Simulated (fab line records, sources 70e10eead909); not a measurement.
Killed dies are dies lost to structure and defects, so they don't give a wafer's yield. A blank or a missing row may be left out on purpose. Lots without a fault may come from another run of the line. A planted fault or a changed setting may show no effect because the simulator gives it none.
Which tool did it? | flow nand_harc | 24 lots, 72 wafers sampled, at 6 steps of a route of 1302

WHAT THE GAUGES READ, wafer by wafer
NHARC_P_BONDPAD_INSPECT_23.
lot  | measured     | on                | raw_defect_count
L074 | day 6 14:34  | defect_inspect-01 | 238 227 359
L075 | day 7 03:38  | defect_inspect-01 | 339 157 259
L076 | day 7 14:44  | defect_inspect-02 | 399 448 591
L077 | day 7 23:17  | defect_inspect-02 | 385 336 516
L078 | day 8 12:34  | defect_inspect-02 | 414 326 276
L079 | day 9 01:44  | defect_inspect-01 | 353 376 520
L080 | day 9 06:17  | defect_inspect-02 | 220 124 249
L081 | day 9 16:05  | defect_inspect-02 | 486 336 447
L082 | day 10 07:40 | defect_inspect-01 | 176 235 261
L083 | day 10 17:50 | defect_inspect-02 | 307 395 330
L085 | day 11 07:20 | defect_inspect-02 | 369 260 335
L084 | day 11 09:50 | defect_inspect-02 | 426 920 401
L086 | day 11 18:39 | defect_inspect-01 | 204 323 205
L087 | day 12 01:57 | defect_inspect-02 | 410 468 278
L088 | day 12 17:59 | defect_inspect-01 | 701 553 371
L089 | day 13 00:15 | defect_inspect-02 | 135 202 145
L090 | day 13 11:49 | defect_inspect-01 | 416 585 338
L091 | day 13 23:13 | defect_inspect-02 | 305 359 227
L092 | day 14 04:05 | defect_inspect-01 | 361 349 207
L093 | day 14 14:50 | defect_inspect-01 | 556 207 508
L095 | day 15 09:43 | defect_inspect-02 | 220 216 254
L094 | day 15 13:04 | defect_inspect-01 | 439 579 681
L096 | day 16 00:24 | defect_inspect-02 | 300 339 216
L097 | day 16 15:49 | defect_inspect-01 | 239 240 362

NHARC_A_START_INSPECT_01.
lot  | measured     | on                | raw_defect_count
L074 | day 6 15:01  | defect_inspect-02 | 3 2 6
L075 | day 7 04:07  | defect_inspect-01 | 5 6 1
L076 | day 7 15:12  | defect_inspect-02 | 3 3 1
L077 | day 7 23:52  | defect_inspect-01 | 5 3 4
L078 | day 8 13:02  | defect_inspect-01 | 5 5 9
L079 | day 9 02:14  | defect_inspect-01 | 3 2 6
L080 | day 9 06:50  | defect_inspect-02 | 3 4 3
L081 | day 9 16:33  | defect_inspect-02 | 2 5 3
L082 | day 10 08:08 | defect_inspect-02 | 4 4 5
L083 | day 10 18:18 | defect_inspect-02 | 3 2 5
L085 | day 11 07:48 | defect_inspect-01 | 4 4 2
L084 | day 11 10:19 | defect_inspect-02 | 2 1 3
L086 | day 11 19:07 | defect_inspect-02 | 5 6 6
L087 | day 12 02:25 | defect_inspect-01 | 5 4 7
L088 | day 12 18:28 | defect_inspect-02 | 2 5 0
L089 | day 13 00:43 | defect_inspect-02 | 5 4 0
L090 | day 13 12:17 | defect_inspect-02 | 4 4 3
L091 | day 13 23:40 | defect_inspect-01 | 3 3 3
L092 | day 14 04:33 | defect_inspect-02 | 5 0 5
L093 | day 14 15:17 | defect_inspect-02 | 2 2 3
L095 | day 15 10:11 | defect_inspect-02 | 3 5 3
L094 | day 15 13:32 | defect_inspect-01 | 3 2 3
L096 | day 16 00:52 | defect_inspect-01 | 3 3 2
L097 | day 16 16:17 | defect_inspect-01 | 1 3 5

NHARC_A_SOURCE_PLATE_THK_MEAS_06: measures by ellipsometry.
lot  | measured     | on            | thk_nm (nm)
L074 | day 7 16:13  | film_metro-01 | 197.3 198.6 197.6
L075 | day 8 07:04  | film_metro-01 | 200.1 198.7 198.5
L076 | day 8 16:09  | film_metro-01 | 200.6 201.9 201.7
L077 | day 9 00:12  | film_metro-02 | 200.6 200.0 199.2
L078 | day 9 11:07  | film_metro-01 | 199.9 199.2 199.7
L079 | day 10 04:59 | film_metro-01 | 201.7 205.4 204.9
L080 | day 10 04:59 | film_metro-02 | 200.0 199.3 199.8
L081 | day 10 14:40 | film_metro-02 | 196.7 197.2 197.2
L082 | day 11 09:11 | film_metro-02 | 199.4 196.8 199.1
L083 | day 11 16:34 | film_metro-01 | 197.4 197.8 198.6
L085 | day 12 07:03 | film_metro-01 | 204.2 201.0 203.7
L084 | day 12 07:03 | film_metro-02 | 201.4 199.6 199.6
L086 | day 12 17:38 | film_metro-01 | 200.8 201.9 203.5
L087 | day 13 00:58 | film_metro-02 | 201.1 199.2 201.5
L088 | day 13 16:50 | film_metro-02 | 198.4 196.8 199.8
L089 | day 14 01:11 | film_metro-02 | 196.1 196.3 196.0
L090 | day 14 13:38 | film_metro-02 | 201.2 198.8 198.9
L091 | day 14 23:06 | film_metro-01 | 197.5 197.8 199.1
L092 | day 15 03:14 | film_metro-01 | 197.2 199.0 199.5
L093 | day 15 17:17 | film_metro-01 | 197.9 197.8 199.6
L095 | day 16 08:41 | film_metro-01 | 199.3 201.3 199.4
L094 | day 16 12:28 | film_metro-01 | 201.1 202.1 198.8
L096 | day 16 23:43 | film_metro-01 | 196.4 197.1 195.9
L097 | day 17 14:18 | film_metro-01 | 199.2 197.5 198.4

NHARC_A_CHANNEL_HOLE_D1_CD_MEAS_30.
lot  | measured     | on        | cd_nm (nm)
L074 | day 8 20:21  | cd_sem-03 | 90.6 89.9 91.0
L075 | day 9 08:14  | cd_sem-03 | 87.3 89.0 87.1
L076 | day 9 18:11  | cd_sem-03 | 91.1 93.0 89.9
L077 | day 9 23:13  | cd_sem-03 | 87.9 88.1 91.0
L078 | day 10 10:16 | cd_sem-02 | 89.8 89.8 88.6
L079 | day 11 10:53 | cd_sem-01 | 90.5 89.1 89.6
L080 | day 11 11:14 | cd_sem-02 | 91.0 91.1 89.8
L081 | day 11 17:39 | cd_sem-03 | 90.5 89.9 89.2
L082 | day 12 09:07 | cd_sem-02 | 89.0 90.4 89.2
L083 | day 12 18:45 | cd_sem-02 | 89.9 88.6 89.3
L085 | day 13 08:26 | cd_sem-03 | 91.1 91.8 93.0
L084 | day 13 06:23 | cd_sem-03 | 90.7 88.7 90.7
L086 | day 13 22:20 | cd_sem-02 | 89.6 88.2 91.6
L087 | day 13 21:34 | cd_sem-02 | 90.0 90.5 90.6
L088 | day 14 22:07 | cd_sem-03 | 88.7 89.5 91.1
L089 | day 15 02:07 | cd_sem-02 | 90.8 91.2 89.7
L090 | day 15 13:02 | cd_sem-02 | 90.3 90.7 89.8
L091 | day 16 02:57 | cd_sem-03 | 89.6 91.1 89.4
L092 | day 16 11:16 | cd_sem-02 | 89.8 89.2 89.4
L093 | day 16 17:49 | cd_sem-02 | 91.8 92.7 89.5
L095 | day 17 15:49 | cd_sem-03 | 90.2 92.0 89.8
L094 | day 17 16:05 | cd_sem-02 | 89.7 89.7 91.2
L096 | day 18 01:47 | cd_sem-02 | 91.3 87.8 89.9
L097 | day 18 18:23 | cd_sem-02 | 91.7 91.4 88.8

WHICH TOOL RAN EACH LOT (tool, then ch and the chambers of the sampled wafers, then the start)
lot  | NHARC_P_M1_DESCUM_14               | NHARC_A_ZERO_WELL_RTA_16
L074 | rie_diel-13 ch 0,1,3, day 6 02:57  | rtp_anneal-02 ch 0, day 6 17:03
L075 | rie_diel-10 ch 0,1,3, day 6 16:31  | rtp_anneal-02 ch 0, day 7 06:15
L076 | rie_diel-10 ch 1,2,3, day 7 03:23  | rtp_anneal-02 ch 0, day 7 17:11
L077 | rie_diel-07 ch 0,2, day 7 11:40    | rtp_anneal-01 ch 0, day 8 02:01
L078 | rie_diel-07 ch 1,2, day 8 01:23    | rtp_anneal-02 ch 0, day 8 15:10
L079 | rie_diel-07 ch 0,3, day 8 14:26    | rtp_anneal-02 ch 0, day 9 04:22
L080 | rie_diel-10 ch 0,3, day 8 18:50    | rtp_anneal-01 ch 0, day 9 08:59
L081 | rie_diel-07 ch 0,3, day 9 04:43    | rtp_anneal-01 ch 0, day 9 18:32
L082 | rie_diel-07 ch 0,2,3, day 9 20:16  | rtp_anneal-02 ch 0, day 10 10:25
L083 | rie_diel-10 ch 0,1,2, day 10 06:34 | rtp_anneal-02 ch 0, day 10 20:28
L085 | rie_diel-07 ch 1,2, day 10 20:16   | rtp_anneal-01 ch 0, day 11 09:50
L084 | rie_diel-07 ch 0,2,3, day 10 22:38 | rtp_anneal-01 ch 0, day 11 12:23
L086 | rie_diel-07 ch 0,1,2, day 11 07:31 | rtp_anneal-01 ch 0, day 11 21:07
L087 | rie_diel-10 ch 0,1, day 11 14:32   | rtp_anneal-02 ch 0, day 12 04:26
L088 | rie_diel-07 ch 1,2, day 12 06:55   | rtp_anneal-02 ch 0, day 12 20:38
L089 | rie_diel-10 ch 0,3, day 12 12:41   | rtp_anneal-02 ch 0, day 13 02:45
L090 | rie_diel-10 ch 1,3, day 13 00:35   | rtp_anneal-02 ch 0, day 13 14:17
L091 | rie_diel-13 ch 0,2,3, day 13 11:56 | rtp_anneal-01 ch 0, day 14 01:50
L092 | rie_diel-07 ch 0,1,3, day 13 16:55 | rtp_anneal-02 ch 0, day 14 06:40
L093 | rie_diel-10 ch 1,2,3, day 14 03:20 | rtp_anneal-01 ch 0, day 14 17:25
L095 | rie_diel-10 ch 0,3, day 14 22:02   | rtp_anneal-01 ch 0, day 15 12:17
L094 | rie_diel-10 ch 2,3, day 15 01:45   | rtp_anneal-02 ch 0, day 15 15:40
L096 | rie_diel-07 ch 1,2,3, day 15 12:44 | rtp_anneal-01 ch 0, day 16 02:58
L097 | rie_diel-10 ch 0,3, day 16 04:41   | rtp_anneal-02 ch 0, day 16 18:25
- NHARC_P_M1_DESCUM_14: chemistry O2, time 3 s.
- NHARC_A_ZERO_WELL_RTA_16: time 10 s.

WHAT THE TOOLS THEMSELVES READ (means of the sampled wafers that have a number; where no wafer has one, the mark that the record gives instead)
NHARC_P_M1_DESCUM_14.
lot  | tool        | drypump_motor_current_A (A) | o2_flow_sccm (sccm) | oes_product_au (a.u.) | rf_vpp_V (V) | showerhead_plenum_p_Torr (Torr) | throttle_valve_pct (%)
L074 | rie_diel-13 | 5.9                         | 200.2               | 1.004                 | 57.5         | 1.84                            | 11.306
L075 | rie_diel-10 | 5.9                         | 199.9               | 0.996                 | 57.2         | 1.90                            | 11.323
L076 | rie_diel-10 | 5.6                         | 200.3               | 0.979                 | 57.6         | 1.93                            | 11.317
L077 | rie_diel-07 | 5.7                         | 200.1               | 0.997                 | 58.2         | 1.99                            | 11.313
L078 | rie_diel-07 | 5.2                         | 199.7               | 1.001                 | 58.2         | 2.04                            | 11.314
L079 | rie_diel-07 | 6.1                         | 199.7               | 0.994                 | 58.6         | 1.99                            | 11.303
L080 | rie_diel-10 | 5.8                         | 199.7               | 1.006                 | 57.6         | 1.97                            | 11.315
L081 | rie_diel-07 | 6.1                         | 200.8               | 1.001                 | 58.1         | 1.99                            | 11.314
L082 | rie_diel-07 | 5.7                         | 200.6               | 0.996                 | 58.6         | 2.01                            | 11.321
L083 | rie_diel-10 | 6.0                         | 200.2               | 0.991                 | 57.9         | 1.88                            | 11.316
L085 | rie_diel-07 | 5.5                         | 199.1               | 1.001                 | 59.2         | 2.01                            | 11.308
L084 | rie_diel-07 | 5.7                         | 200.1               | 0.996                 | 57.8         | 2.00                            | 11.314
L086 | rie_diel-07 | 5.6                         | 200.0               | 0.997                 | 58.1         | 2.00                            | 11.316
L087 | rie_diel-10 | 6.1                         | 200.4               | 0.997                 | 57.6         | 1.81                            | 11.316
L088 | rie_diel-07 | 5.5                         | 199.4               | 1.002                 | 58.0         | 2.01                            | 11.318
L089 | rie_diel-10 | 5.8                         | 200.2               | 0.993                 | 58.2         | 1.96                            | 11.310
L090 | rie_diel-10 | 5.7                         | 200.1               | 0.991                 | 58.5         | 1.86                            | 11.307
L091 | rie_diel-13 | 6.0                         | 200.5               | 1.003                 | 57.7         | 1.89                            | 11.311
L092 | rie_diel-07 | 6.0                         | 200.3               | 1.005                 | 58.5         | 1.98                            | 11.314
L093 | rie_diel-10 | 5.6                         | 200.0               | 1.002                 | 58.3         | 1.93                            | 11.305
L095 | rie_diel-10 | 6.1                         | 200.3               | 0.995                 | 57.4         | 1.92                            | 11.308
L094 | rie_diel-10 | 5.6                         | 199.9               | 0.992                 | 58.5         | 2.00                            | 11.310
L096 | rie_diel-07 | 5.6                         | 200.1               | 0.997                 | 59.0         | 2.02                            | 11.302
L097 | rie_diel-10 | 6.1                         | 199.8               | 0.996                 | 57.8         | 1.92                            | 11.322

NHARC_A_ZERO_WELL_RTA_16.
lot  | tool          | lamp_power_pct (%) | lamp_zone_6_pct (%) | lamp_zone_7_pct (%) | wafer_temp_C_max
L074 | rtp_anneal-02 | 36                 | 36                  | 36                  | 1005.7
L075 | rtp_anneal-02 | 36                 | 36                  | 36                  | 1006.2
L076 | rtp_anneal-02 | 36                 | 36                  | 36                  | 1005.8
L077 | rtp_anneal-01 | 29                 | 29                  | 29                  | 1005.7
L078 | rtp_anneal-02 | 36                 | 36                  | 36                  | 1005.2
L079 | rtp_anneal-02 | 36                 | 36                  | 36                  | 1006.4
L080 | rtp_anneal-01 | 29                 | 29                  | 29                  | 1005.8
L081 | rtp_anneal-01 | 29                 | 29                  | 29                  | 1006.2
L082 | rtp_anneal-02 | 36                 | 36                  | 36                  | 1005.4
L083 | rtp_anneal-02 | 36                 | 36                  | 36                  | 1006.4
L085 | rtp_anneal-01 | 29                 | 29                  | 29                  | 1004.6
L084 | rtp_anneal-01 | 29                 | 29                  | 29                  | 1005.2
L086 | rtp_anneal-01 | 29                 | 29                  | 29                  | 1005.3
L087 | rtp_anneal-02 | 36                 | 36                  | 37                  | 1006.0
L088 | rtp_anneal-02 | 36                 | 36                  | 36                  | 1006.7
L089 | rtp_anneal-02 | 36                 | 36                  | 36                  | 1007.3
L090 | rtp_anneal-02 | 36                 | 36                  | 37                  | 1006.0
L091 | rtp_anneal-01 | 29                 | 29                  | 29                  | 1004.6
L092 | rtp_anneal-02 | 36                 | 36                  | 36                  | 1006.1
L093 | rtp_anneal-01 | 29                 | 29                  | 29                  | 1005.1
L095 | rtp_anneal-01 | 29                 | 29                  | 29                  | 1005.5
L094 | rtp_anneal-02 | 36                 | 36                  | 36                  | 1006.7
L096 | rtp_anneal-01 | 29                 | 29                  | 29                  | 1005.2
L097 | rtp_anneal-02 | 36                 | 36                  | 36                  | 1007.1

THE ANSWER, worked out from the rows above alone
Rule: what is usual is taken from the lots themselves. Put in order of their means at a reading, lots are off if they are a third of the lots or fewer, leave a main group of 4 or more, and stand apart from it by a gap of 3 or more times the standard deviation of the main group's means; of several such gaps the widest counts. A main group whose means are all the same, to the digits that the tables above print for the reading, isn't used. A lot without any number at a reading at which 4 lots or more have one is off too. The other lots that the step has rows for count as sound. The gauges are gone through in route order, then the tools' own readings, and for those a lot's mean is taken as printed above. The first step at which some lot is off is used, and at that step the reading that is off furthest; a lot without a number counts as furthest.
No lot is off at any reading shown: from this, nothing can be told.

WHAT THE SIMULATOR HAD PUT IN
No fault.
